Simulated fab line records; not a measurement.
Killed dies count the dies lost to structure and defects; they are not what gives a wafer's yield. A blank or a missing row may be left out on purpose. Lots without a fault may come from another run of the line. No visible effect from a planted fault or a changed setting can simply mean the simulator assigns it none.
Which tool was responsible? | flow nand harc | Sampling: 12 lots, 36 wafers, 5 of 1159 route steps

## WHAT THE GAUGES SHOWED, per wafer
NHARC_END_SORT_01. Usual: defect limited yield 95.5 %, standard deviation 1.4; killed at array 26, standard deviation 9.1; killed at other 0.7, standard deviation 0.9; killed at periphery 3.6, standard deviation 2.8; killed dies 30, standard deviation 9.2; killed open 3.0, standard deviation 1.9; killed short 2.0, standard deviation 1.4; sort_bin_2_pct 1.4 %, standard deviation 0.6; sort_bin_3_pct 0.23 %, standard deviation 0.17; sort_bin_4_pct 2.8 %, standard deviation 0.92; sort n pass 647, standard deviation 9.2; sort rim yield pct 95.9 %, standard deviation 2.1; sort yield pct 95.5 %, standard deviation 1.4.
lot  | measured     | on        | defect limited yield (%) | killed at array | killed at other | killed at periphery | killed dies | killed open | killed short | sort_bin_2_pct (%) | sort_bin_3_pct (%) | sort_bin_4_pct (%) | sort n pass | sort rim yield pct (%) | sort yield pct (%) | flag
L308 | day 20 07:07 | prober-02 | 97.5 96.6 97.8           | 14 19 12        | 0 1 0           | 3 3 3               | 17 23 15    | 3 5 2       | 2 3 0        | 0.9 1.0 0.4        | 0 0.30 0           | 1.6 2.1 1.8        | 660 654 662 | 99.1 95.3 98.1         | 97.5 96.6 97.8     |
L305 | day 20 12:47 | prober-01 | 95.6 96.3 95.7           | 25 18 23        | 0 0 0           | 5 7 6               | 30 25 29    | 4 2 0       | 3 2 3        | 1.2 1.0 1.0        | 0.15 0.30 0.30     | 3.1 2.4 3.0        | 647 652 648 | 92.5 95.3 95.3         | 95.6 96.3 95.7     |
L313 | day 21 11:52 | prober-01 | 95.4 96.0 96.8           | 26 26 18        | 1 0 1           | 4 1 3               | 31 27 22    | 8 3 3       | 0 2 2        | 0.7 1.3 1.2        | 0.15 0.30 0.15     | 3.7 2.4 1.9        | 646 650 655 | 93.4 96.2 96.2         | 95.4 96.0 96.8     |
L309 | day 21 01:45 | prober-01 | 96.9 97.8 97.5           | 16 9 14         | 2 2 1           | 3 4 2               | 21 15 17    | 0 0 3       | 2 1 0        | 1.0 0.4 0.6        | 0.30 0.15 0        | 1.8 1.6 1.9        | 656 662 660 | 97.2 96.2 99.1         | 96.9 97.8 97.5     |
L311 | day 21 17:14 | prober-01 | 96.5 94.7 96.9           | 22 30 18        | 0 3 1           | 2 3 2               | 24 36 21    | 3 3 3       | 0 3 1        | 1.6 1.6 0.6        | 0.15 0.15 0.30     | 1.8 3.5 2.2        | 653 641 656 | 98.1 89.6 96.2         | 96.5 94.7 96.9     |
L315 | day 22 22:05 | prober-01 | 97.3 97.3 96.3           | 18 13 20        | 0 1 0           | 0 4 5               | 18 18 25    | 3 1 4       | 1 2 2        | 1.0 0.7 1.0        | 0 0.15 0.30        | 1.6 1.8 2.4        | 659 659 652 | 98.1 96.2 95.3         | 97.3 97.3 96.3     |
L318 | day 24 09:44 | prober-01 | 83.2 84.3 80.4           | 104 100 125     | 0 0 0           | 10 6 8              | 114 106 133 | 4 2 1       | 0 2 1        | 7.1 7.1 7.2        | 4.43 4.87 6.35     | 5.3 3.7 6.1        | 563 571 544 | 82.1 84.0 96.2         | 83.2 84.3 80.4     | OFF
L323 | day 24 18:15 | prober-02 | 81.8 84.9 79.9           | 122 102 134     | 1 0 1           | 0 0 1               | 123 102 136 | 2 2 0       | 0 3 2        | 5.9 6.2 7.7        | 6.65 4.43 6.35     | 5.6 4.4 6.1        | 554 575 541 | 85.8 84.0 96.2         | 81.8 84.9 79.9     | OFF
L322 | day 25 01:31 | prober-01 | 79.9 75.3 82.6           | 134 165 116     | 0 0 1           | 2 2 1               | 136 167 118 | 2 3 1       | 2 4 2        | 8.0 10.0 6.4       | 5.91 6.79 4.58     | 6.2 7.8 6.5        | 541 510 559 | 77.4 95.3 80.2         | 79.9 75.3 82.6     | OFF
L326 | day 25 10:38 | prober-02 | 92.9 95.6 96.0           | 44 24 27        | 1 0 0           | 3 6 0               | 48 30 27    | 4 2 3       | 5 4 0        | 2.4 1.9 1.5        | 0.44 0.30 0.30     | 4.3 2.2 2.2        | 629 647 650 | 91.5 95.3 94.3         | 92.9 95.6 96.0     |

## TOOL THAT RAN EACH LOT (tool first, then ch and the chambers of the sampled wafers, then the start)
lot  | NHARC_A_M1_PVD_21            | NHARC_THIN_TSV_ETCH_15           | NHARC_THIN_TSV_PVD_51                   | NHARC_THIN_TSV_DESCUM_35
L308 | pvd sputter-03, day 18 21:05 | rie si-06 ch 0,1,3, day 19 17:16 | pvd sputter-02, day 19 22:31 or earlier | rie diel-07 ch 0,1, day 19 22:31
L305 | pvd sputter-02, day 19 00:04 | rie si-04 ch 0,2,3, day 19 18:28 | pvd sputter-02, day 19 23:44 or earlier | rie diel-04 ch 0,1, day 19 23:44
L313 | pvd sputter-03, day 19 14:17 | rie si-06 ch 0,1,2, day 20 12:55 | pvd sputter-02, day 20 18:53 or earlier | rie diel-13 ch 1,2, day 20 18:53
L309 | pvd sputter-03, day 19 17:50 | rie si-04 ch 0,1,2, day 20 14:09 | pvd sputter-02, day 20 19:28 or earlier | rie diel-04 ch 0,3, day 20 19:28
L311 | pvd sputter-02, day 20 03:23 | rie si-04 ch 0,1,3, day 21 01:16 | pvd sputter-03, day 21 07:01 or earlier | rie diel-07 ch 0,2, day 21 07:01
L315 | pvd sputter-03, day 21 11:37 | rie si-01 ch 0,1,3, day 22 07:24 | pvd sputter-01, day 22 12:58 or earlier | rie diel-13 ch 0,2,3, day 22 12:58
L321 | pvd sputter-02, day 22 12:23 | rie si-04 ch 0,2, day 23 09:42   | pvd sputter-03, day 23 17:55 or earlier | rie diel-13 ch 1,2,3, day 23 17:55
L318 | pvd sputter-03, day 22 12:38 | rie si-04 ch 1,3, day 23 10:55   | pvd sputter-02, day 23 20:28 or earlier | rie diel-07 ch 0,1,3, day 23 20:28
L323 | pvd sputter-03, day 22 18:17 | rie si-01 ch 0,1,3, day 23 15:11 | pvd sputter-01, day 23 22:29 or earlier | rie diel-07 ch 0,3, day 23 22:29
L325 | pvd sputter-02, day 23 04:02 | rie si-06 ch 1,2,3, day 23 23:45 | pvd sputter-02, day 24 05:02 or earlier | rie diel-13 ch 1,2,3, day 24 05:02
L322 | pvd sputter-03, day 23 13:31 | rie si-01 ch 0,1, day 24 09:47   | pvd sputter-03, day 24 15:04 or earlier | rie diel-13 ch 2,3, day 24 15:04
L326 | pvd sputter-01, day 23 18:02 | rie si-04 ch 0,2,3, day 24 10:52 | pvd sputter-01, day 24 16:00 or earlier | rie diel-13 ch 0,2,3, day 24 16:00
- NHARC_A_M1_PVD_21: deposits Cu, target thk 30 nm, time 20.49 s.
- NHARC_THIN_TSV_ETCH_15: target depth 3000 nm, bosch target overetch cycles 2, bosch etch step 2.8 s.
- NHARC_THIN_TSV_PVD_51: deposits Cu, target thk 100 nm.
- NHARC_THIN_TSV_DESCUM_35: chemistry O2, time 3 s.

## WHAT THE TOOLS THEMSELVES READ (means of the sampled wafers that have a number; where no wafer has one, the mark that the record gives instead)
NHARC_A_M1_PVD_21. Usual: chamber pressure pa 4.998 Pa, standard deviation 0.01; throttle valve pct 30.0 %, standard deviation 1.1.
lot  | tool           | chamber pressure pa (Pa) | throttle valve pct (%) | flag
L308 | pvd sputter-03 | 5.006                    | 29.4                   |
L305 | pvd sputter-02 | 4.998                    | 29.3                   |
L313 | pvd sputter-03 | 4.993                    | 30.2                   |
L309 | pvd sputter-03 | 4.992                    | 29.9                   |
L311 | pvd sputter-02 | 4.998                    | 29.1                   |
L315 | pvd sputter-03 | 5.007                    | 30.4                   |
L321 | pvd sputter-02 | 4.993                    | 29.7                   |
L318 | pvd sputter-03 | 4.999                    | 30.5                   |
L323 | pvd sputter-03 | 4.998                    | 30.5                   |
L325 | pvd sputter-02 | 4.996                    | 30.1                   |
L322 | pvd sputter-03 | 4.991                    | 30.5                   |
L326 | pvd sputter-01 | 5.003                    | 30.5                   |

NHARC_THIN_TSV_ETCH_15. Usual: 5.6 A for drypump motor current A, sd 0.49.
lot  | tool      | drypump motor current A (A) | flag
L308 | rie si-06 | 5.7                         |
L305 | rie si-04 | 5.4                         |
L313 | rie si-06 | 6.0                         |
L309 | rie si-04 | 5.7                         |
L311 | rie si-04 | 5.4                         |
L315 | rie si-01 | 5.6                         |
L321 | rie si-04 | 5.2                         |
L318 | rie si-04 | 5.6                         |
L323 | rie si-01 | 5.6                         |
L325 | rie si-06 | 5.7                         |
L322 | rie si-01 | 5.6                         |
L326 | rie si-04 | 5.4                         |

NHARC_THIN_TSV_PVD_51. Usual: chamber pressure pa 4.999 Pa, standard deviation 0.011; throttle valve pct 30.0 %, standard deviation 1.1.
lot  | tool           | chamber pressure pa (Pa) | throttle valve pct (%) | flag
L308 | pvd sputter-02 | 4.998                    | 29.3                   |
L305 | pvd sputter-02 | 4.995                    | 29.8                   |
L313 | pvd sputter-02 | 5.006                    | 29.1                   |
L309 | pvd sputter-02 | 4.998                    | 29.6                   |
L311 | pvd sputter-03 | 5.003                    | 29.0                   |
L315 | pvd sputter-01 | 4.994                    | 30.0                   |
L321 | pvd sputter-03 | 5.006                    | 30.6                   |
L318 | pvd sputter-02 | 4.988                    | 29.9                   |
L323 | pvd sputter-01 | 4.994                    | 30.4                   |
L325 | pvd sputter-02 | 4.995                    | 29.8                   |
L322 | pvd sputter-03 | 4.991                    | 29.7                   |
L326 | pvd sputter-01 | 4.997                    | 30.6                   |

NHARC_THIN_TSV_DESCUM_35. Usual: chamber pressure mTorr 60.00 mTorr, standard deviation 0.057; drypump motor current A 5.72 A, standard deviation 0.24; oes product au 0.995 a.u., standard deviation 0.012; rf vpp V 57.8 V, standard deviation 0.9; showerhead plenum p Torr 1.91 Torr, standard deviation 0.089; throttle valve pct 11.311 %, standard deviation 0.009.
lot  | tool        | chamber pressure mTorr (mTorr) | drypump motor current A (A) | oes product au (a.u.) | rf vpp V (V) | showerhead plenum p Torr (Torr) | throttle valve pct (%) | flag
L308 | rie diel-07 | 59.99                          | 5.88                        | 0.992                 | 58.4         | 1.93                            | 11.312                 |
L305 | rie diel-04 | 60.00                          | 5.69                        | 0.998                 | 57.7         | 1.85                            | 11.321                 |
L313 | rie diel-13 | 59.96                          | 5.54                        | 0.993                 | 58.0         | 1.92                            | 11.319                 |
L309 | rie diel-04 | 59.93                          | 5.68                        | 1.008                 | 58.8         | 2.01                            | 11.310                 |
L311 | rie diel-07 | 60.01                          | 5.95                        | 0.984                 | 56.6         | 1.78                            | 11.308                 |
L315 | rie diel-13 | 60.00                          | 5.76                        | 0.984                 | 57.8         | 1.94                            | 11.314                 |
L321 | rie diel-13 | 59.94                          | 5.68                        | 0.997                 | 58.5         | 1.92                            | 11.308                 |
L318 | rie diel-07 | 60.05                          | 5.75                        | 0.985                 | 57.5         | 1.89                            | 11.319                 |
L323 | rie diel-07 | 59.98                          | 5.62                        | 0.983                 | 57.4         | 1.86                            | 11.310                 |
L325 | rie diel-13 | 60.03                          | 5.69                        | 0.999                 | 57.4         | 1.92                            | 11.312                 |
L322 | rie diel-13 | 59.94                          | 5.60                        | 0.994                 | 57.4         | 1.95                            | 11.309                 |
L326 | rie diel-13 | 59.98                          | 5.74                        | 0.990                 | 58.5         | 1.94                            | 11.304                 |

## THE ANSWER, worked out from the rows above alone
Rule: a lot is off if the mean of its wafers that have a number lies more than 3 standard deviations from the usual mean. Also off: a lot with no number at a reading for which 4 or more lots have one. All remaining lots with rows at the step are treated as sound. After the gauges, taken in route order, come the tools' own readings; for these a lot's mean is taken, as printed above. The first step at which some lot is off is used, and at that step the reading that is off furthest; a lot without a number counts as furthest.
Off at NHARC_END_SORT_01 (sort_bin_3_pct): L318, L323, L322. Neither off nor sound, because the step has no rows for them: L321, L325.
If a tool, at a process step before that reading, ran all the lots that are off and no sound lot after the first of them, it fits. Gauges at NHARC_END_SORT_01: tried the same way as those tools. NHARC_THIN_TSV_PVD_51: start missing for some lots; hours and lot order therefore follow NHARC_THIN_TSV_DESCUM_35. One candidate fits, namely pvd sputter-03 at NHARC_A_M1_PVD_21. Its last sound lot is L315 (day 21 11:37), its first lot that is off L318 (day 22 12:38): a fault that began between those two fits.

## WHAT HAD BEEN PUT IN BY THE SIMULATOR
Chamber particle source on pvd sputter-03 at NHARC_A_M1_PVD_21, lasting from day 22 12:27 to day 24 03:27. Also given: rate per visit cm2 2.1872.
Shown lots that were struck: L318, L323, L322. The rule above reached the same finding.
